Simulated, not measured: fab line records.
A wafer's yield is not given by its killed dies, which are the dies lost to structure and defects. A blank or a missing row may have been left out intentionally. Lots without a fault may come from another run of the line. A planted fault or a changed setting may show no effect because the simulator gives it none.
fab line records	flow n5-finfet
record lots=8	wafers=24	last-day=18
route steps=1938 shown BEOL_M4@1111 BEOL_M8@1369 BEOL_M9@1401 PASSIVATION@1936
lots that met no fault: taken from a fault-free run of the same line
start-h: start of the lot's first displayed wafer, in hours after the record's first day	wait-h: hours from the lot's prior step to this one	" as in the row above	L1.1+2: one row covering several wafers at once	- no value, or no start was given	* or withheld: withheld	< > ~ a bound
route shown NAME@n: NAME is a module with steps in the file, n the number in the route of the first one	usual: mean/standard deviation taken from wafers without a fault	same: alike in all rows	chamber/n: place in a boat	sites: the reading at each site	_std_site: standard deviation across them	_edge_site: the outer-site mean with the inner-site mean subtracted	radius-mm: for every site, how far away it sits from the centre of the wafer	mask NAME#n: copy n	behind: the tool/chamber that last shaped the wafer	hold: reason for holding the lot/hours on hold/outcome of the hold	device: the transistor (n, p or np) that didn't switch	end of line: the same wafers' tests at the end of the route	where a step has no rows: the recipe by itself	killed: dies lost to structure and defects at the first sort, not the wafer's yield	map: the dies of a wafer, with x for killed, . for not killed, _ for no die there
set.NAME: the setting the step ran with; set.NAME@STEP: the setting that earlier step ran with	model.NAME: the simulator's own value behind a step, which no gauge read
the route's steps for a sample of lots (tables are steps, rows are wafers)
services: a tool's chamber out of use, with start hour (start-h, from the record's first day; less than 0 if before it), hours out, and reason
## steps
# step N5_BEOL_M4_RC_MEAS_101
# usual DIBL_N=36.4/2	DIBL_P=36.1/2.5	IOFF_N=0.16/0.037	IOFF_P=0.20/0.038	ION_N=670/13	ION_P=459/8.3	SS_N=71.6/0.69	SS_P=73.3/0.72	VT_N=250/3.4	VT_P=-251/3.1
lot.wafer	tool	chamber	start-h	wait-h	DIBL_N[mV/V]	DIBL_P[mV/V]	IOFF_N[nA/um]	IOFF_P[nA/um]	ION_N[uA/um]	ION_P[uA/um]	SS_N[mV/dec]	SS_P[mV/dec]	VT_N[mV]	VT_P[mV]
L625.2	prober-01	0	179.75	0.2	34.5	33.9	0.12	0.16	665	454	71.7	72.6	255	-255
L625.3	"	0	"	"	36.0	36.7	0.16	0.21	681	467	72.5	72.8	247	-249
L625.4	"	0	"	"	32.3	32.2	0.10	0.14	654	457	70.5	71.8	256	-255
L627.1	prober-01	0	195.74	0.0	34.9	34.7	0.13	0.16	665	454	70.6	72.8	255	-254
L627.4	"	0	"	"	39.3	39.6	0.22	0.25	680	461	72.3	73.9	249	-249
L627.6	"	0	"	"	35.5	34.9	0.14	0.16	663	449	71.7	73.0	251	-255
L633.4	prober-01	0	231.67	0.5	33.7	33.7	0.13	0.16	653	448	72.3	72.8	253	-254
L633.5	"	0	"	"	37.2	38.4	0.19	0.22	676	457	72.1	73.9	248	-250
L633.6	"	0	"	"	32.1	33.1	0.12	0.15	669	455	70.9	72.4	254	-255
L634.2	prober-01	0	236.05	0.2	37.7	36.5	0.17	0.21	657	454	72.8	74.1	248	-252
L634.4	"	0	"	"	36.1	35.0	0.15	0.20	664	457	71.1	73.9	248	-251
L634.6	"	0	"	"	38.8	37.2	0.21	0.25	681	464	72.5	74.4	245	-251
L636.1	prober-01	0	243.89	0.0	36.4	34.2	0.14	0.20	664	454	70.9	73.3	250	-251
L636.2	"	0	"	"	39.1	36.0	0.18	0.22	668	456	71.5	73.7	246	-249
L636.3	"	0	"	"	36.8	34.2	0.14	0.22	670	467	71.6	73.4	252	-248
L635.1	prober-02	0	246.57	0.0	37.7	38.4	0.18	0.23	671	461	72.4	74.0	248	-251
L635.2	"	0	"	"	35.0	33.9	0.12	0.15	655	442	71.9	73.1	255	-257
L635.3	"	0	"	"	37.6	37.8	0.18	0.21	673	456	72.0	74.1	250	-252
L643.3	prober-02	0	300.32	0.3	35.4	36.3	0.14	0.18	678	464	70.8	73.9	252	-254
L643.5	"	0	"	"	37.1	36.9	0.15	0.18	657	441	71.9	73.3	253	-256
L643.6	"	0	"	"	35.8	36.5	0.14	0.18	663	458	71.3	73.5	250	-256
L644.2	prober-01	0	304.50	0.2	36.7	36.9	0.18	0.19	676	455	71.4	74.0	246	-254
L644.3	"	0	"	"	37.6	36.4	0.17	0.18	668	445	71.6	73.9	247	-255
L644.5	"	0	"	"	35.3	34.9	0.13	0.17	651	452	70.8	72.3	251	-256
# step N5_BEOL_M8_ETCH_72
# recipe chemistry=N2/H2	target=underlayer	target-depth-a=65	mask-material=CAR-EUV	time-s=5.2	ion-energy-ev=200	pressure-mtorr=30	source-w=840	bias-w=150	n2-flow-sccm=200	h2-flow-sccm=200	ends=cleared
# usual bias-w=150.0/0.5	drypump-motor-current-A=5.7/0.4	etch-rf-on-time-s=5.32/0.21	oes-product-au=0.70/0.085	rf-vpp-V=523.8/2.8	showerhead-plenum-p-Torr=2.55/0.1	throttle-valve-pct=17.76/0.27
lot.wafer	tool	chamber	start-h	wait-h	bias-w	drypump-motor-current-A	etch-rf-on-time-s	oes-product-au	rf-hours-counter-h	rf-vpp-V	showerhead-plenum-p-Torr	throttle-valve-pct
L625.2	rie-diel-04	3	212.17	0.0	150.3	6.1	5.31	0.77	25	522.3	2.47	17.31
L625.3	"	2	"	"	150.1	5.3	5.49	0.56	255	522.8	2.52	18.42
L625.4	"	0	"	"	149.2	5.6	5.34	0.70	-	529.3	2.71	17.96
L627.1	rie-diel-02	1	230.90	0.0	149.7	5.9	5.50	0.74	31	523.2	2.61	17.71
L627.4	"	0	"	"	149.8	6.1	5.27	0.57	233	520.7	2.42	17.84
L627.6	"	2	"	"	149.8	5.6	5.34	0.84	-	523.7	2.52	17.72
L634.2	rie-diel-02	2	271.15	0.0	149.7	5.6	5.30	0.78	15	523.4	2.51	17.77
L634.4	"	1	"	"	148.6	5.9	5.53	0.72	45	525.1	2.60	17.71
L634.6	"	3	"	"	149.9	6.6	5.55	0.56	-	523.1	2.51	17.89
L633.4	rie-diel-05	1	275.34	0.0	150.6	6.2	5.39	0.61	191	526.9	2.62	17.94
L633.5	"	1	"	"	150.8	6.1	5.40	0.61	-	524.3	2.62	17.94
L633.6	"	0	"	"	150.0	5.2	4.99	0.75	-	523.9	2.60	17.45
L636.1	rie-diel-02	2	275.51	0.0	150.6	5.6	5.41	0.76	16	521.9	2.51	17.76
L636.2	"	3	"	"	150.3	6.5	5.60	0.56	242	524.4	2.51	17.90
L636.3	"	1	"	"	149.4	5.9	5.63	0.71	46	526.4	2.60	17.72
L635.1	rie-diel-04	2	281.06	0.0	150.1	5.3	5.47	0.80	11	521.0	2.51	17.99
L635.2	"	3	"	"	150.2	6.1	5.20	0.74	53	524.6	2.46	17.36
L635.3	"	1	"	"	150.4	5.5	5.28	0.58	239	525.6	2.62	17.76
L644.2	rie-diel-04	1	336.33	0.0	149.2	5.4	5.19	0.80	7	526.0	2.61	17.41
L644.3	"	2	"	"	150.8	5.3	5.44	0.75	36	522.2	2.50	17.99
L644.5	"	2	"	"	150.9	5.3	5.52	0.74	-	522.2	2.50	18.02
L643.3	rie-diel-05	2	337.90	0.0	150.2	5.5	5.49	0.58	223	517.0	2.31	17.82
L643.5	"	0	"	"	150.1	5.1	5.07	0.72	-	522.0	2.60	17.47
L643.6	"	3	"	"	150.6	5.6	4.98	0.73	-	522.0	2.48	18.17
# step N5_BEOL_M8_ETCH_41
# recipe chemistry=CH3F/O2	target=SiCN	target-depth-a=319	taper-deg=2	time-s=57.8	ion-energy-ev=120	mask-material=TiN	pressure-mtorr=30	source-w=395	bias-w=75	Ar_flow_sccm=150	CH3F_flow_sccm=30	O2_flow_sccm=20
# usual bias-w=74.98/0.22	drypump-motor-current-A=5.7/0.4	oes-product-au=0.82/0.098	rf-vpp-V=297.3/1.7	showerhead-plenum-p-Torr=2.00/0.079	throttle-valve-pct=16.14/0.23
lot.wafer	tool	chamber	start-h	wait-h	bias-w	drypump-motor-current-A	oes-product-au	rf-hours-counter-h	rf-vpp-V	showerhead-plenum-p-Torr	throttle-valve-pct
L625.2	rie-diel-04	3	-	-	74.87	6.0	0.91	25	295.8	1.96	15.88
L625.3	"	2	"	"	74.98	5.3	0.67	255	296.8	1.96	16.62
L625.4	"	0	"	"	75.37	5.6	0.84	-	300.5	2.11	16.23
L627.1	rie-diel-02	2	-	-	74.85	5.6	0.95	0	296.0	1.96	16.04
L627.4	"	2	"	"	74.89	5.6	0.97	-	296.6	1.96	16.04
L627.6	"	1	"	"	75.30	5.9	0.88	-	297.0	2.03	15.86
L634.2	rie-diel-02	2	-	-	75.05	5.6	0.91	15	295.6	1.95	16.04
L634.4	"	1	"	"	74.79	5.9	0.84	45	297.9	2.02	15.91
L634.6	"	3	"	"	74.94	6.5	0.65	-	296.9	1.99	16.29
L633.4	rie-diel-05	1	-	-	74.55	6.1	0.72	191	299.2	2.06	16.45
L633.5	"	1	"	"	74.64	6.1	0.73	-	298.7	2.06	16.45
L633.6	"	0	"	"	74.86	5.1	0.87	-	298.5	2.05	15.94
L636.1	rie-diel-02	2	-	-	74.94	5.6	0.90	16	295.4	1.95	16.06
L636.2	"	3	"	"	75.32	6.5	0.65	242	295.1	1.99	16.26
L636.3	"	1	"	"	74.68	5.9	0.85	46	296.9	2.02	15.89
L635.1	rie-diel-04	2	-	-	75.15	5.3	0.95	11	296.3	1.96	16.15
L635.2	"	3	"	"	74.74	6.1	0.87	54	295.0	1.95	15.93
L635.3	"	1	"	"	75.34	5.5	0.68	239	298.6	2.06	16.23
L644.2	rie-diel-04	1	-	-	75.08	5.4	0.94	7	298.1	2.06	15.84
L644.3	"	2	"	"	75.16	5.3	0.89	36	297.4	1.95	16.18
L644.5	"	2	"	"	75.05	5.3	0.89	-	296.1	1.95	16.18
L643.3	rie-diel-05	2	-	-	74.90	5.5	0.69	223	293.9	1.80	16.26
L643.5	"	0	"	"	75.13	5.1	0.85	-	298.1	2.05	15.96
L643.6	"	3	"	"	75.20	5.5	0.85	-	293.9	1.96	16.52
# step N5_BEOL_M8_DEP_56
# recipe material=SiCN	target-thk-a=100	temp-c=withheld	precursor=3MS/NH3	pressure-torr=3	rf-w=202	time-s=17.5
# usual chamber-pressure-Torr=3.000/0.0065	rf-fwd-power-W=199.6/0.8	showerhead-plenum-p-Torr=3.670/0.011	throttle-valve-pct=8.9/0.48
lot.wafer	tool	chamber	start-h	wait-h	chamber-pressure-Torr	rf-fwd-power-W	showerhead-plenum-p-Torr	throttle-valve-pct
L625.2	pecvd-02	1	216.55	0.0	2.995	199.9	3.681	8.8
L625.3	"	0	"	"	3.011	200.7	3.671	8.7
L625.4	"	1	"	"	2.993	198.9	3.678	8.6
L627.1	pecvd-04	0	233.79	0.0	3.005	199.5	3.672	9.9
L627.4	"	0	"	"	3.003	199.7	3.680	9.9
L627.6	"	1	"	"	2.998	200.0	3.656	9.6
L634.2	pecvd-03	1	274.11	0.0	2.996	200.1	3.656	8.8
L634.4	"	2	"	"	3.000	198.8	3.678	8.1
L634.6	"	0	"	"	2.999	199.6	3.679	9.2
L633.4	pecvd-02	1	280.31	0.0	3.000	199.8	3.679	8.4
L633.5	"	2	"	"	3.002	198.4	3.657	8.5
L633.6	"	0	"	"	2.993	200.3	3.670	8.8
L636.1	pecvd-03	0	280.60	0.0	2.995	198.4	3.690	9.2
L636.2	"	1	"	"	2.994	199.7	3.660	8.9
L636.3	"	2	"	"	2.997	198.7	3.676	8.2
L635.1	pecvd-02	0	284.27	0.0	2.996	199.8	3.661	9.0
L635.2	"	1	"	"	2.994	200.0	3.677	8.5
L635.3	"	2	"	"	3.001	200.0	3.668	8.3
L644.2	pecvd-04	2	339.89	0.0	2.997	200.3	3.661	8.7
L644.3	"	0	"	"	2.990	198.5	3.683	9.9
L644.5	"	0	"	"	3.006	198.7	3.675	10.2
L643.3	pecvd-04	0	340.98	0.0	2.979	198.4	3.665	9.8
L643.5	"	1	"	"	2.995	199.9	3.654	9.5
L643.6	"	2	"	"	2.995	199.6	3.661	8.5
# step N5_BEOL_M9_ILD_DEP_00
# recipe material=SiCOH_lowk	target-thk-a=3085.1	temp-c=300	precursor=DEMS/porogen	pressure-torr=5	rf-w=500	time-s=58
# usual chamber-pressure-Torr=5.000/0.011	heater-power-outer-w=146/39	heater-power-w=325/73	showerhead-plenum-p-Torr=5.745/0.012	throttle-valve-pct=13.4/0.53
lot.wafer	tool	chamber	start-h	wait-h	chamber-pressure-Torr	heater-power-outer-w	heater-power-w	showerhead-plenum-p-Torr	throttle-valve-pct
L625.2	pecvd-02	1	216.68	0.0	5.013	87	204	5.761	12.9
L625.3	"	2	"	"	4.995	132	316	5.751	12.9
L625.4	"	0	"	"	5.018	183	395	5.741	13.4
L627.1	pecvd-03	1	233.92	0.0	5.016	125	287	5.735	13.5
L627.4	"	1	"	"	5.019	133	292	5.734	13.6
L627.6	"	0	"	"	4.998	153	327	5.751	14.0
L634.2	pecvd-02	0	274.24	0.0	-	-	-	-	-
L634.4	"	0	"	"	-	-	-	-	-
L634.6	"	2	"	"	-	-	-	-	-
L633.4	pecvd-03	1	280.45	0.1	-	-	-	-	-
L633.5	"	2	"	"	-	-	-	-	-
L633.6	"	0	"	"	-	-	-	-	-
L636.1	pecvd-02	0	280.73	0.0	-	-	-	-	-
L636.2	"	2	"	"	-	-	-	-	-
L636.3	"	1	"	"	-	-	-	-	-
L635.1	pecvd-01	1	284.40	0.0	4.983	152	354	5.756	14.5
L635.2	"	2	"	"	4.990	118	270	5.737	13.0
L635.3	"	0	"	"	4.985	222	458	5.748	13.2
L644.2	pecvd-02	2	340.02	0.0	5.002	175	375	5.740	12.9
L644.3	"	0	"	"	4.996	142	326	5.751	13.9
L644.5	"	2	"	"	5.010	179	391	5.716	13.2
L643.3	pecvd-02	0	341.11	0.0	5.005	187	396	5.746	14.0
L643.5	"	0	"	"	4.989	190	403	5.739	14.0
L643.6	"	2	"	"	5.015	161	353	5.749	12.9
# step N5_BEOL_M9_OCD_MEAS_38
# usual trench-depth-nm=151/3.3
lot.wafer	tool	chamber	start-h	wait-h	trench-depth-nm
L625.2	ocd-01	-	223.34	-	145
L625.3	"	-	"	"	148
L625.4	"	-	"	"	149
L627.1	ocd-01	-	238.11	-	158
L627.4	"	-	"	"	154
L627.6	"	-	"	"	155
L634.2	ocd-02	-	278.31	-	-
L634.4	"	-	"	"	-
L634.6	"	-	"	"	-
L636.1	ocd-02	-	285.29	-	-
L636.2	"	-	"	"	-
L636.3	"	-	"	"	-
L633.4	ocd-02	-	285.72	-	-
L633.5	"	-	"	"	-
L633.6	"	-	"	"	-
L635.1	ocd-02	-	288.16	-	149
L635.2	"	-	"	"	149
L635.3	"	-	"	"	147
L644.2	ocd-01	-	347.81	-	157
L644.3	"	-	"	"	155
L644.5	"	-	"	"	153
L643.3	ocd-01	-	348.28	-	158
L643.5	"	-	"	"	151
L643.6	"	-	"	"	157
# step N5_PASSIVATION_PROBE_49
# usual defect-limited-yield=91.2/1.6	killed_at_M0_to_M3=34/11	killed_at_M4_up=13/5.2	killed-at-contacts=13/6.3	killed-at-front-end=40/14	killed-at-other=3.2/2.4	killed-dies=104/19	killed-on-rim=14/4.2	killed-open=69/14	killed-short=32/7.5	sort_bin_5_function=5.3/1.1	sort_bin_6_memory=3.2/0.73	sort-n-pass=1076/19	sort-yield-pct=91.2/1.6
# same gross-dies=1180	killed-at-back-side=0	sort_bin_4_leakage[%]=0	sort_bin_8_speed[%]=0
lot.wafer	tool	chamber	start-h	wait-h	defect-limited-yield[%]	killed_at_M0_to_M3	killed_at_M4_up	killed-at-contacts	killed-at-front-end	killed-at-other	killed-dies	killed-on-rim	killed-open	killed-short	sort_bin_5_function[%]	sort_bin_6_memory[%]	sort-n-pass	sort-yield-pct[%]
L625.2	prober-01	-	287.47	0.1	90.9	32	14	17	42	2	107	12	73	34	5.0	3.7	1073	90.9
L625.3	prober-01	-	287.52	0.1	90.8	43	18	21	26	1	109	13	79	29	5.3	3.7	1071	90.8
L625.4	prober-01	-	287.57	0.2	91.0	26	13	23	42	2	106	14	68	38	5.3	3.4	1074	91.0
L627.1	prober-02	-	292.63	0.0	90.6	38	7	9	49	8	111	14	74	36	5.7	3.3	1069	90.6
L627.4	prober-02	-	292.78	0.2	91.3	30	9	6	56	2	103	9	75	28	5.4	2.8	1077	91.3
L627.6	prober-02	-	292.88	0.3	91.6	29	20	2	47	1	99	9	69	23	4.7	3.5	1081	91.6
L634.2	prober-02	-	335.71	0.1	0	9	1161	0	9	1	1180	152	14	8	72.7	3.2	0	0
L634.4	prober-02	-	335.81	0.2	0	10	1157	6	6	1	1180	152	13	12	75.1	2.8	0	0
L634.6	prober-02	-	335.91	0.3	0	3	1167	1	9	0	1180	152	8	7	73.9	3.1	0	0
L636.1	prober-02	-	347.40	0.0	0	9	1151	1	17	2	1180	152	25	6	74.2	2.7	0	0
L636.2	prober-02	-	347.45	0.1	0	10	1154	1	14	1	1180	152	17	9	73.5	3.0	0	0
L636.3	prober-02	-	347.50	0.1	0	9	1165	1	4	1	1180	152	11	6	71.7	2.9	0	0
L635.1	prober-02	-	349.72	0.0	93.0	26	15	14	25	3	83	10	58	23	3.8	3.1	1097	93.0
L635.2	prober-02	-	349.77	0.1	89.9	40	25	18	31	5	119	12	79	37	5.8	3.8	1061	89.9
L635.3	prober-02	-	349.82	0.1	90.8	28	12	26	30	13	109	15	82	26	5.3	3.6	1071	90.8
L633.4	prober-02	-	358.62	0.2	0	6	1165	1	8	0	1180	152	8	11	74.7	2.2	0	0
L633.5	prober-02	-	358.67	0.2	0	6	1164	3	7	0	1180	152	14	7	73.6	2.5	0	0
L633.6	prober-02	-	358.72	0.3	0	6	1164	4	6	0	1180	152	12	5	73.9	2.9	0	0
L643.3	prober-02	-	406.53	0.1	90.3	29	18	4	58	6	115	19	73	36	5.0	4.2	1065	90.3
L643.5	prober-02	-	406.63	0.2	93.9	30	12	3	27	0	72	17	43	29	3.9	2.0	1108	93.9
L643.6	prober-02	-	406.68	0.3	92.1	30	5	13	41	4	93	11	59	34	4.6	3.0	1087	92.1
L644.2	prober-02	-	421.61	0.1	91.9	25	18	16	34	3	96	16	69	24	4.1	3.4	1084	91.9
L644.3	prober-02	-	421.66	0.1	90.9	26	22	8	51	0	107	17	73	31	5.7	3.3	1073	90.9
L644.5	prober-02	-	421.76	0.2	90.5	32	19	2	59	0	112	15	69	40	5.6	3.4	1068	90.5
# killed by level:class
L625.2 MOL_CONTACT_COAG:geometric-particle:open=12 BEOL_M2:geometric-particle:open=11 FIN_SAQP:geometric-particle:open=10 FIN_SAQP:geometric-particle:short=7 BEOL_M4:geometric-particle:open=6 BEOL_M0_SAQP:geometric-particle:open=6 STI_FIN_REVEAL:geometric-particle:open=5 MOL_CONTACT_COAG:geometric-particle:short=5
L625.3 MOL_CONTACT_COAG:geometric-particle:open=20 BEOL_M1:geometric-particle:open=12 BEOL_M0_SAQP:geometric-particle:open=12 BEOL_M0_SAQP:geometric-particle:short=8 STI_FIN_REVEAL:geometric-particle:open=5 BEOL_M4:geometric-particle:open=5 BEOL_M2:geometric-particle:open=4 FIN_SAQP:geometric-particle:short=3
L625.4 MOL_CONTACT_COAG:geometric-particle:open=20 FIN_SAQP:geometric-particle:open=8 BEOL_M2:geometric-particle:open=8 FIN_SAQP:geometric-particle:short=8 STI_FIN_REVEAL:geometric-particle:open=6 BEOL_M0_SAQP:geometric-particle:open=6 GATE_CUT:geometric-particle:short=5 STI_FIN_REVEAL:geometric-particle:short=4
L627.1 FIN_SAQP:geometric-particle:open=17 BEOL_M1:geometric-particle:open=9 BEOL_M3:geometric-particle:open=8 FIN_SAQP:geometric-particle:short=7 MOL_CONTACT_COAG:geometric-particle:open=6 STI_FIN_REVEAL:geometric-particle:open=5 BEOL_M0_SAQP:geometric-particle:short=5 BEOL_M0:geometric-particle:open=5
L627.4 FIN_SAQP:geometric-particle:open=13 FIN_SAQP:geometric-particle:short=10 STI_FIN_REVEAL:geometric-particle:open=9 BEOL_M1:geometric-particle:open=9 BEOL_M3:geometric-particle:open=7 BEOL_M0_SAQP:geometric-particle:open=7 MOL_CONTACT_COAG:geometric-particle:open=4 BEOL_M5:geometric-particle:open=4
L627.6 STI_FIN_REVEAL:geometric-particle:open=12 BEOL_M3:geometric-particle:open=10 FIN_SAQP:geometric-particle:open=9 FIN_SAQP:geometric-particle:short=7 STARTING-WAFER:geometric-particle:open=7 BEOL_M1:geometric-particle:open=6 BEOL_M2:geometric-particle:open=5 DUMMY_GATE:geometric-particle:open=3
L634.2 BEOL_M9:lost-pattern=1149 BEOL_M9:area-dep=9 STI_FIN_REVEAL:geometric-particle:open=4 BEOL_M0_SAQP:geometric-particle:short=3 FIN_SAQP:geometric-particle:open=2 BEOL_M0_SAQP:geometric-particle:open=2 STI_FIN_REVEAL:geometric-particle:short=1 GATE_CUT:geometric-particle:short=1
L634.4 BEOL_M9:lost-pattern=1154 MOL_CONTACT_COAG:geometric-particle:open=4 BEOL_M0_SAQP:geometric-particle:open=4 ILD0:geometric-particle:short=3 BEOL_M0_SAQP:geometric-particle:short=3 MOL_CONTACT_COAG:geometric-particle:short=2 BEOL_M4:geometric-particle:open=2 FIN_SAQP:geometric-particle:open=1
L634.6 BEOL_M9:lost-pattern=1161 BEOL_M9:area-dep=3 FIN_SAQP:geometric-particle:open=2 STI_FIN_REVEAL:geometric-particle:open=2 DUMMY_GATE:geometric-particle:open=2 BEOL_M0_SAQP:geometric-particle:short=2 BEOL_M4:geometric-particle:short=2 DUMMY_GATE:geometric-particle:short=1
L636.1 BEOL_M9:lost-pattern=1147 FIN_SAQP:geometric-particle:open=6 BEOL_M0_SAQP:geometric-particle:open=3 BEOL_M3:geometric-particle:open=3 STI_FIN_REVEAL:geometric-particle:open=2 ILD0:geometric-particle:open=2 GATE_CUT:geometric-particle:open=2 STARTING-WAFER:geometric-particle:open=2
L636.2 BEOL_M9:lost-pattern=1150 STI_FIN_REVEAL:geometric-particle:open=8 BEOL_M0_SAQP:geometric-particle:short=4 BEOL_M9:area-dep=3 FIN_SAQP:geometric-particle:open=2 BEOL_M2:geometric-particle:open=2 FIN_SAQP:geometric-particle:short=1 GATE_CUT:geometric-particle:short=1
L636.3 BEOL_M9:lost-pattern=1159 BEOL_M9:area-dep=4 BEOL_M0_SAQP:geometric-particle:open=3 BEOL_M0_SAQP:geometric-particle:short=2 BEOL_M2:geometric-particle:short=2 BEOL_M4:geometric-particle:open=2 FIN_SAQP:geometric-particle:short=1 FIN_SAQP:geometric-particle:open=1
L635.1 MOL_CONTACT_COAG:geometric-particle:open=11 BEOL_M4:geometric-particle:open=9 BEOL_M2:geometric-particle:open=8 BEOL_M3:geometric-particle:open=7 FIN_SAQP:geometric-particle:open=5 STARTING-WAFER:geometric-particle:short=4 STARTING-WAFER:geometric-particle:open=4 FIN_SAQP:geometric-particle:short=3
L635.2 BEOL_M4:geometric-particle:open=14 MOL_CONTACT_COAG:geometric-particle:open=13 BEOL_M2:geometric-particle:open=11 BEOL_M0:geometric-particle:open=6 GATE_CUT:geometric-particle:open=5 MOL_CONTACT_COAG:geometric-particle:short=5 BEOL_M0_SAQP:geometric-particle:open=5 BEOL_M1:geometric-particle:open=5
L635.3 MOL_CONTACT_COAG:geometric-particle:open=23 FIN_SAQP:geometric-particle:open=9 BEOL_M4:geometric-particle:open=8 BEOL_M1:geometric-particle:open=6 BEOL_M0_SAQP:geometric-particle:open=6 BEOL_M3:geometric-particle:open=6 PASS1_CAP:geometric-particle:short=6 FIN_SAQP:geometric-particle:short=4
L633.4 BEOL_M9:lost-pattern=1159 BEOL_M0_SAQP:geometric-particle:short=4 FIN_SAQP:geometric-particle:short=3 FIN_SAQP:geometric-particle:open=2 BEOL_M4:geometric-particle:open=2 BEOL_M9:area-dep=2 STI_FIN_REVEAL:geometric-particle:short=1 MOL_CONTACT_COAG:geometric-particle:open=1
L633.5 BEOL_M9:lost-pattern=1152 BEOL_M9:area-dep=7 MOL_CONTACT_COAG:geometric-particle:open=3 BEOL_M4:geometric-particle:open=3 FIN_SAQP:geometric-particle:short=2 FIN_SAQP:geometric-particle:open=2 ILD0:geometric-particle:short=2 BEOL_M0_SAQP:geometric-particle:open=2
L633.6 BEOL_M9:lost-pattern=1155 BEOL_M9:area-dep=8 MOL_CONTACT_COAG:geometric-particle:open=4 BEOL_M0_SAQP:geometric-particle:open=3 BEOL_M0_SAQP:geometric-particle:short=3 STARTING-WAFER:geometric-particle:short=2 FIN_SAQP:geometric-particle:open=1 DUMMY_GATE:geometric-particle:open=1
L643.3 FIN_SAQP:geometric-particle:open=15 DUMMY_GATE:geometric-particle:open=12 BEOL_M3:geometric-particle:open=11 FIN_SAQP:geometric-particle:short=9 GATE_CUT:geometric-particle:short=6 MOL_CONTACT_COAG:geometric-particle:open=4 BEOL_M0_SAQP:geometric-particle:short=4 BEOL_M0_SAQP:geometric-particle:open=4
L643.5 BEOL_M3:geometric-particle:open=10 FIN_SAQP:geometric-particle:short=9 BEOL_M3:geometric-particle:short=6 FIN_SAQP:geometric-particle:open=5 BEOL_M0_SAQP:geometric-particle:short=5 STARTING-WAFER:geometric-particle:open=5 BEOL_M1:geometric-particle:open=4 MOL_CONTACT_COAG:geometric-particle:open=3
L643.6 MOL_CONTACT_COAG:geometric-particle:open=13 FIN_SAQP:geometric-particle:open=11 FIN_SAQP:geometric-particle:short=10 BEOL_M3:geometric-particle:open=7 GATE_CUT:geometric-particle:short=5 DUMMY_GATE:geometric-particle:open=4 BEOL_M1:geometric-particle:open=4 BEOL_M2:geometric-particle:open=4
L644.2 MOL_CONTACT_COAG:geometric-particle:open=14 STI_FIN_REVEAL:geometric-particle:open=12 BEOL_M4:geometric-particle:open=7 BEOL_M0_SAQP:geometric-particle:short=6 FIN_SAQP:geometric-particle:open=5 BEOL_M0_SAQP:geometric-particle:open=5 GATE_CUT:geometric-particle:open=4 BEOL_M0:geometric-particle:open=4
L644.3 FIN_SAQP:geometric-particle:open=23 BEOL_M4:geometric-particle:open=9 STI_FIN_REVEAL:geometric-particle:open=6 MOL_CONTACT_COAG:geometric-particle:open=6 BEOL_M0_SAQP:geometric-particle:short=5 BEOL_M0_SAQP:geometric-particle:open=5 BEOL_M1:geometric-particle:open=4 BEOL_M4:geometric-particle:short=4
L644.5 FIN_SAQP:geometric-particle:open=15 STI_FIN_REVEAL:geometric-particle:open=14 FIN_SAQP:geometric-particle:short=11 BEOL_M0_SAQP:geometric-particle:open=9 BEOL_M4:geometric-particle:open=9 BEOL_M0_SAQP:geometric-particle:short=4 GATE_CUT:geometric-particle:open=4 GATE_CUT:geometric-particle:short=4
## services
tool	chamber	start-h	hours	kind
rie-diel-05	3	201.47	13.7	repair
rie-diel-02	2	205.13	-	clean
rie-diel-02	2	205.13	-	consumable-replace:focus-ring
rie-diel-02	2	205.13	22.7	scheduled-down
rie-diel-02	2	205.13	22.7	vent-cycle
rie-diel-05	2	219.41	2.6	repair
rie-diel-02	3	230.91	5.1	repair
rie-diel-04	2	237.62	-	clean
rie-diel-04	2	237.62	-	consumable-replace:focus-ring
rie-diel-04	2	237.62	14.2	scheduled-down
rie-diel-04	2	237.62	14.2	vent-cycle
pecvd-01	-	238.21	2.8	pm
pecvd-02	-	240.84	1.9	repair
pecvd-01	-	243.67	0.6	repair
rie-diel-02	0	277.44	-	clean
rie-diel-02	0	277.44	-	consumable-replace:focus-ring
pecvd-03	0	283.70	23.4	repair
pecvd-04	-	285.18	6.0	pm
pecvd-02	2	289.50	2.1	scheduled-down
rie-diel-05	-	291.28	14.6	pm
pecvd-02	1	294.98	5.5	scheduled-down
rie-diel-04	3	317.19	18.4	repair
rie-diel-02	2	328.01	2.4	repair
pecvd-03	-	338.65	6.0	pm
## key
first-sign step=N5_BEOL_M9_ILD_DEP_00	reading=tool-record	direction=missing
effect step=N5_BEOL_M9_OCD_MEAS_38	reading=trench-depth-nm	direction=missing
effect step=N5_PASSIVATION_PROBE_49	reading=killed_at_M4_up	direction=up	sigmas=99+	usual=13	struck=1161
met-at N5_BEOL_M9_ILD_DEP_00
struck-lots L633,L634,L636
later-rows-left-out L633.4,L633.5,L633.6,L634.2,L634.4,L634.6,L636.1,L636.2,L636.3
not-acting-at N5_BEOL_M8_ETCH_72,N5_BEOL_M8_ETCH_41,N5_BEOL_M8_DEP_56
onset-between 233.92 274.24
fault kind=skipped-step-whole	tool=pecvd-02,pecvd-03	chamber=-	onset-h=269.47	steps=N5_BEOL_M9_ILD_DEP_00	scope=struck-lots-only
# later-rows-left-out: the simulator's readings of these wafers behind a module that went badly wrong aren't trusted and aren't shown, but for the sort
